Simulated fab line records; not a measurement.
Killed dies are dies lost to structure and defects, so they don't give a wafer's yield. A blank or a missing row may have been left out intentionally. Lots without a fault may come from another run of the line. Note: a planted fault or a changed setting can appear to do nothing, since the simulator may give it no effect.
8D (eight disciplines) problem report, filled in by code :: flow n5Finfet :: the parts of the form that need people (team, actions taken, sign-off) are left out

1. WHAT WENT WRONG
At N5_FIN_SAQP_COAT_49, spinSpeedRpm averages 1610.8 rpm over 6 wafers from 2 lots, while fault-free wafers read 1499.8 rpm, standard deviation 0.89. So: +99 or more standard deviations from the usual mean.
The step: time 60 s, resist thk 100 nm.
First observed at day 3 15:02: wafer L361.2, on lithoTrack-01. The record has a number at this step for 33 wafers belonging to 11 lots. The rule behind "out" and "out of limits": a value lying over 4 standard deviations away from the usual mean. The rest of the wafers with a number are treated as sound.

2. WHAT IT IS, WHAT IT ISN'T
question: which readings at this step
is: spinSpeedRpm
is not: dispensePressureKPa

question: which lots
is: L361, L364
is not: L355, L356, L357, L358, L368, L371, L372, L374, L375

question: which wafers of those lots
is: all that have a number
is not: -

question: read on which tools
is: lithoTrack-01
is not: lithoTrack-04, lithoTrack-05

question: when
is: from day 3 15:02
is not: up to then (12 sound wafers); but 15 sound wafers of L368, L371, L372, L374, L375 came after

3. SUSPECTS, AND WHAT RULES EACH OUT
Counting: a tool at any process step up to the reading remains a suspect when it ran all the lots that are out and ran no sound lot after the first of those.
- epiRpcvd-03 at N5_PMOS_HMC_CHANNEL_EPI_EPI_26 (deposits Si from SiH4/H2, target thk 3.8 nm, time 22.7 s): kept. Every lot that is out went through it, starting with L361 (day 3 13:46), and after that it ran no sound lot; the last sound lot it ran before then is L355 (day 2 02:35).
- lithoTrack-01 at N5_FIN_SAQP_COAT_49 (time 60 s, resist thk 100 nm): kept. Every lot that is out went through it, starting with L361 (day 3 15:02), and after that it ran no sound lot; the last sound lot it ran before then is L358 (day 3 00:12). Out on those wafers are its own readings of spinSpeedRpm.
What counting leaves: epiRpcvd-03 at N5_PMOS_HMC_CHANNEL_EPI_EPI_26 and lithoTrack-01 at N5_FIN_SAQP_COAT_49.

4. THE CAUSE (what the simulator had put in)
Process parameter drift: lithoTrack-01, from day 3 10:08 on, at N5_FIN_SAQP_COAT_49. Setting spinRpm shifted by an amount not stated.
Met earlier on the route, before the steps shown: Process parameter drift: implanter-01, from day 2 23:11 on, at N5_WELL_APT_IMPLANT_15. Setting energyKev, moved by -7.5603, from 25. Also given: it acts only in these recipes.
After counting, 2 suspects remain, this tool included.

5. THE CHAIN OF EFFECTS, in route order
Rows list readings where the struck wafers' mean (over those with a number) sits beyond 3 standard deviations from the usual. Scope: only readings with a usual standard deviation given in the record; hours: median across lots of the time from each lot's start at the first step in this table that gives one to its start at this step; sigmas: change in usual standard deviations.
hours: 0
step: N5_FIN_SAQP_COAT_49
reading: spinSpeedRpm
usual: 1499.8 rpm
on struck wafers: 1610.8
change: +111.0
sigmas: +99 or more
Here are the process steps it includes:
- N5_FIN_SAQP_COAT_49: time 60 s, resist thk 100 nm.

6. WHAT WOULD HAVE CAUGHT IT SOONER
In this record no reading fell out of limits until day 3 15:02, 5 hours after the fault had begun at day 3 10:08.
